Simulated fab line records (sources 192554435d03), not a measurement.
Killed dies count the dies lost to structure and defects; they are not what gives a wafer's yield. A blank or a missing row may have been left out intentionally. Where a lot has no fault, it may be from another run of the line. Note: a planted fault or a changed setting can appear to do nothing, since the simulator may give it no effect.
Chamber matching ; flow n5-finfet ; N5_FIN_SAQP_ETCH_34 on rie-diel-05: 4 sister chambers
The step etches SiO2 in C4F6/O2, target depth 45 nm, time 15 s. 16 wafers are shown with their chamber, then 8 later ones without.

== WAFERS, EACH WITH ITS CHAMBER ==
wafer;chamber;throttle-valve-pct (%);showerhead-plenum-p-Torr (Torr);rf-vpp-V (V)
L077.2;0;20.50;2.99;678
L077.3;2;21.15;2.93;668
L077.6;3;21.20;2.88;652
L078.2;3;21.20;2.88;654
L078.3;0;20.51;2.99;679
L078.5;3;21.21;2.88;651
L080.2;1;21.52;2.86;665
L080.3;3;21.22;2.87;651
L080.6;3;21.23;2.87;652
L081.2;0;20.49;2.99;677
L081.3;3;21.22;2.87;651
L081.4;3;21.23;2.87;652
L083.1;1;21.52;2.86;664
L083.3;3;21.23;2.87;652
L083.6;3;21.24;2.87;651
L089.1;1;21.55;2.85;664

SIGNATURES (means of the wafers above)
reading;chamber 0;chamber 1;chamber 2;chamber 3;scatter within a chamber
throttle-valve-pct;20.5000;21.5300;21.1500;21.2200;0.0141
showerhead-plenum-p-Torr;2.9900;2.8567;2.9300;2.8733;0.00471
rf-vpp-V;678.00;664.33;668.00;651.78;0.923
Rule: a wafer's distance from a chamber is the root of the sum, over the readings, of the square of ((its reading less the chamber's mean) divided by the reading's scatter). The wafer belongs to the nearest chamber; if the next one is less than 2 further off, it can't be placed. The scatter is the square root of a quotient: the sum, over the shown wafers, of each reading's squared deviation from its chamber's mean, divided by wafers minus chambers.

== WAFERS WHOSE CHAMBER IS MISSING ==
wafer;throttle-valve-pct (%);showerhead-plenum-p-Torr (Torr);rf-vpp-V (V)
L089.3;20.54;2.98;678
L089.5;21.16;2.93;667
L090.3;21.15;2.93;667
L090.4;21.16;2.93;668
L090.6;21.25;2.86;650
L094.1;21.26;2.86;651
L094.5;21.27;2.86;653
L094.6;21.16;2.92;668

== THE CHAMBER EACH PASSED THROUGH ==
wafer;from the rows above;in truth
L089.3;0;0
L089.5;2;2
L090.3;2;2
L090.4;2;2
L090.6;3;3
L094.1;3;3
L094.5;3;3
L094.6;2;2
8 of 8 placed correctly. Can't be placed from these rows: 0. Placed wrongly: 0.
